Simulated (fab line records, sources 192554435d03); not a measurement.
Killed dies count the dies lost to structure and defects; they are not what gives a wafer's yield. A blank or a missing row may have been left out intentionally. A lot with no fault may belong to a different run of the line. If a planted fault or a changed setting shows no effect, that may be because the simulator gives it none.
What tool caused it?    flow n5Finfet    10 lots with 29 wafers sampled at 5 steps, on a route of 1938 steps

WHAT THE GAUGES SHOWED, per wafer
N5_BEOL_M4_RC_MEAS_101. Usual: DIBL_N 36.5 mV/V, standard deviation 1.4; DIBL_P 36.6 mV/V, standard deviation 1.6; IOFF_N 0.160 nA/um, standard deviation 0.024; IOFF_P 0.217 nA/um, standard deviation 0.029; ION_N 674 uA/um, standard deviation 8.7; ION_P 464 uA/um, standard deviation 6.5; SS_N 71.6 mV/dec, standard deviation 0.47; SS_P 73.4 mV/dec, standard deviation 0.57; VT_N 250.0 mV, standard deviation 2.5; VT_P -250 mV, standard deviation 3.1.
lot   measured      on         DIBL_N (mV/V)   DIBL_P (mV/V)   IOFF_N (nA/um)     IOFF_P (nA/um)     ION_N (uA/um)  ION_P (uA/um)  SS_N (mV/dec)   SS_P (mV/dec)   VT_N (mV)          VT_P (mV)       flag
L815  day 9 01:41   prober-02  34.9 33.5 35.1  35.5 33.6 36.0  0.155 0.128 0.159  0.228 0.191 0.224  680 667 687    471 466 471    71.6 71.3 72.0  73.5 72.9 73.1  249.3 252.2 249.7  -249 -252 -247  
L817  day 9 18:49   prober-02  38.8 35.9 37.8  39.8 36.3 38.6  0.211 0.160 0.187  0.253 0.196 0.226  694 677 679    465 457 460    72.7 71.2 70.8  74.1 73.5 74.0  248.9 250.0 249.7  -249 -253 -253  
L822  day 10 02:55  prober-02  38.4 37.3 37.9  37.1 36.7 36.9  0.194 0.182 0.184  0.234 0.243 0.232  675 687 680    462 467 469    71.9 71.9 71.9  73.4 74.1 73.7  245.2 248.5 245.5  -250 -250 -251  
L823  day 11 02:08  prober-02  39.2 40.3 38.9  39.4 40.9 39.0  0.188 0.209 0.170  0.213 0.247 0.197  679 668 674    461 456 455    72.3 72.9 72.2  74.0 75.4 74.6  248.0 247.4 250.9  -251 -249 -254  
L825  day 11 17:27  prober-01  36.7 36.7 37.4  37.3 37.1 37.0  0.152 0.151 0.160  0.193 0.202 0.198  677 673 665    458 455 454    72.3 71.3 71.6  73.5 74.2 73.4  249.6 251.6 251.6  -254 -253 -254  
L827  day 11 23:23  prober-01  39.6 37.6 34.9  40.9 37.6 34.8  0.225 0.175 0.131  0.299 0.239 0.190  692 680 664    480 467 463    72.1 71.7 70.7  74.3 73.3 73.4  245.3 248.3 250.8  -246 -248 -249  
L828  day 11 23:09  prober-02  35.3 36.2 36.7  34.9 35.7 36.2  0.123 0.135 0.145  0.158 0.168 0.174  667 672 664    452 452 448    71.6 71.6 71.8  73.2 72.9 72.7  255.3 253.1 252.7  -256 -256 -255  
L829  day 12 06:28  prober-02  35.3 36.1 35.7  34.2 35.6 35.5  0.112 0.127 0.127  0.167 0.185 0.185  653 663 666    454 462 462    71.0 71.2 71.4  72.3 73.1 73.3  253.4 254.9 253.7  -255 -252 -252  
L831  day 13 00:58  prober-02  36.2 36.5       36.9 37.8       0.150 0.161        0.209 0.225        667 674        461 464        72.2 72.0       73.3 73.4       252.9 252.8        -251 -250       
L835  day 13 16:08  prober-02  37.0 36.4 36.7  36.3 36.3 36.4  0.169 0.166 0.173  0.218 0.213 0.222  677 682 680    459 464 464    72.2 71.4 72.0  72.9 74.0 73.8  249.2 247.6 247.2  -251 -252 -249  

TOOL THAT RAN EACH LOT (tool first, then ch and the chambers of the sampled wafers, then the start)
lot   N5_SD_ACTIVATION_LSA_01           N5_SDB_ALD_29                    N5_SDB_CMP_30                 N5_DUMMY_REMOVAL_STRIP_10
L815  laserAnneal-02 ch 0, day 4 04:31  aldSin-04 ch 0,2, day 4 13:49    cmp-02 ch 0,3, day 4 16:33    rieDiel-05 ch 0,3, day 4 16:56
L817  laserAnneal-02 ch 0, day 4 14:41  aldSin-04 ch 1,2, day 5 00:49    cmp-03 ch 0,1,3, day 5 03:35  rieDiel-05 ch 0,1,2, day 5 03:56
L822  laserAnneal-02 ch 0, day 5 22:57  aldSin-04 ch 0,1,3, day 6 07:16  cmp-02 ch 0,1,3, day 6 09:59  rieDiel-04 ch 0,3, day 6 10:23
L823  laserAnneal-02 ch 0, day 6 06:55  aldSin-02 ch 0,2,3, day 6 16:53  cmp-02 ch 0,1,3, day 6 19:46  rieDiel-05 ch 0,1, day 6 20:02
L825  laserAnneal-02 ch 0, day 6 16:25  aldSin-02 ch 0,2, day 7 01:27    cmp-02 ch 0,1,3, day 7 04:16  rieDiel-05 ch 0,1,2, day 7 04:34
L827  laserAnneal-02 ch 0, day 7 06:58  aldSin-02 ch 1,2,3, day 7 16:02  cmp-03 ch 0,2,3, day 7 18:48  rieDiel-05 ch 0,2,3, day 7 19:09
L828  laserAnneal-02 ch 0, day 7 09:43  aldSin-03 ch 1,2,3, day 7 18:07  cmp-03 ch 0,1,2, day 7 20:52  rieDiel-05 ch 0,2,3, day 7 21:14
L829  laserAnneal-02 ch 0, day 7 16:47  aldSin-04 ch 2,3, day 8 01:19    cmp-04 ch 2,3, day 8 04:03    rieDiel-03 ch 0,1, day 8 04:37
L831  laserAnneal-02 ch 0, day 8 03:43  aldSin-03 ch 3, day 8 12:48      cmp-03 ch 0,1, day 8 15:34    rieDiel-03 ch 2, day 8 15:55
L835  laserAnneal-02 ch 0, day 9 05:38  aldSin-04 ch 0,1, day 9 14:03    cmp-02 ch 0,1,3, day 9 16:49  rieDiel-05 ch 2,3, day 9 17:10
- N5_SD_ACTIVATION_LSA_01: time 0.0008 s.
- N5_SDB_ALD_29: deposits SiNx, target thk 30 nm, pulse time 1 s, ald cycles 600.
- N5_SDB_CMP_30: polishes, stops on poly-Si, t overpolish 1.54 s, target thk 30 nm.
- N5_DUMMY_REMOVAL_STRIP_10: strips in N2/H2, time 40 s.

AS READ BY THE TOOLS THEMSELVES (means over the sampled wafers that have a number; for cases with no such wafer, the mark the record gives instead)
N5_SD_ACTIVATION_LSA_01. Usual: wafer_temp_C_max 1085.6, standard deviation 1.2.
lot   tool            wafer_temp_C_max  flag
L815  laserAnneal-02  1085.6            
L817  laserAnneal-02  1086.2            
L822  laserAnneal-02  1086.7            
L823  laserAnneal-02  1085.5            
L825  laserAnneal-02  1085.8            
L827  laserAnneal-02  1085.3            
L828  laserAnneal-02  1085.8            
L829  laserAnneal-02  1085.6            
L831  laserAnneal-02  1087.2            
L835  laserAnneal-02  1085.3            

N5_SDB_ALD_29. Usual: heaterPowerW 797 W, standard deviation 80; precursorPulseHeightRel 1.002, standard deviation 0.022.
lot   tool       heaterPowerW (W)  precursorPulseHeightRel  flag
L815  aldSin-04  814               1.029                    
L817  aldSin-04  767               0.996                    
L822  aldSin-04  758               1.007                    
L823  aldSin-02  898               0.976                    
L825  aldSin-02  876               0.987                    
L827  aldSin-02  873               0.982                    
L828  aldSin-03  773               1.010                    
L829  aldSin-04  770               0.994                    
L831  aldSin-03  889               1.002                    
L835  aldSin-04  797               1.017                    

N5_SDB_CMP_30. Usual: headPressurePsi 4.148 psi, standard deviation 0.0083; motorCurrentA 12.9 A, standard deviation 1.1; overpolishRunS 1.541 s, standard deviation 0.0093; timeToEndpointS 17.1 s, standard deviation 2.5.
lot   tool    headPressurePsi (psi)  motorCurrentA (A)  overpolishRunS (s)  timeToEndpointS (s)  flag
L815  cmp-02  4.154                  11.5               1.533               13.6                 
L817  cmp-03  4.152                  12.6               1.541               19.4                 
L822  cmp-02  4.148                  12.2               1.538               16.0                 
L823  cmp-02  4.153                  12.5               1.542               16.7                 
L825  cmp-02  4.140                  12.1               1.547               16.0                 
L827  cmp-03  4.142                  12.9               1.542               20.0                 
L828  cmp-03  3.765                  12.2               1.539               20.5                 OFF
L829  cmp-04  4.150                  12.9               1.542               18.4                 
L831  cmp-03  3.585                  11.1               1.539               24.0                 OFF
L835  cmp-02  4.148                  12.9               1.546               19.3                 

N5_DUMMY_REMOVAL_STRIP_10. Usual: drypumpMotorCurrentA 5.7 A, standard deviation 0.46; oesProductAu 0.82 a.u., standard deviation 0.083; rfVppV 45.5 V, standard deviation 0.92; showerheadPlenumPTorr 3.41 Torr, standard deviation 0.13; throttleValvePct 12.17 %, standard deviation 0.18.
lot   tool        drypumpMotorCurrentA (A)  oesProductAu (a.u.)  rfVppV (V)  showerheadPlenumPTorr (Torr)  throttleValvePct (%)  flag
L815  rieDiel-05  6.0                       0.86                 45.1        3.33                          12.26                 
L817  rieDiel-05  5.7                       0.91                 45.6        3.49                          12.07                 
L822  rieDiel-04  6.1                       0.75                 45.0        3.28                          12.18                 
L823  rieDiel-05  6.0                       0.90                 44.8        3.40                          12.17                 
L825  rieDiel-05  5.7                       0.88                 45.3        3.48                          12.11                 
L827  rieDiel-05  5.7                       0.82                 44.4        3.40                          12.25                 
L828  rieDiel-05  5.7                       0.82                 44.8        3.40                          12.25                 
L829  rieDiel-03  5.8                       0.74                 44.7        3.27                          12.28                 
L831  rieDiel-03  6.2                       0.84                 45.5        3.42                          11.91                 
L835  rieDiel-05  5.4                       0.75                 44.7        3.40                          12.25                 

THE ANSWER, worked out from the rows above alone
Rule: a lot counts as off when the mean over its wafers that have a number is more than 3 standard deviations away from the usual mean. A lot without any number at a reading at which 4 lots or more have one is off too. Where the step has rows for the other lots, those lots are counted as sound. After the gauges, taken in route order, come the tools' own readings; for these a lot's mean is taken, as printed above. The first step at which some lot is off is used, and at that step the reading that is off furthest; a lot without a number counts as furthest.
Off: L828, L831 (N5_SDB_CMP_30, headPressurePsi).
If a tool, at that step or one of the process steps before it, ran each lot that is off and ran no sound lot following the first of them, it fits. 2 tools fit, aldSin-03 at N5_SDB_ALD_29 and cmp-03 at N5_SDB_CMP_30, so this cannot tell which one it is.

WHAT THE SIMULATOR HAD PUT IN
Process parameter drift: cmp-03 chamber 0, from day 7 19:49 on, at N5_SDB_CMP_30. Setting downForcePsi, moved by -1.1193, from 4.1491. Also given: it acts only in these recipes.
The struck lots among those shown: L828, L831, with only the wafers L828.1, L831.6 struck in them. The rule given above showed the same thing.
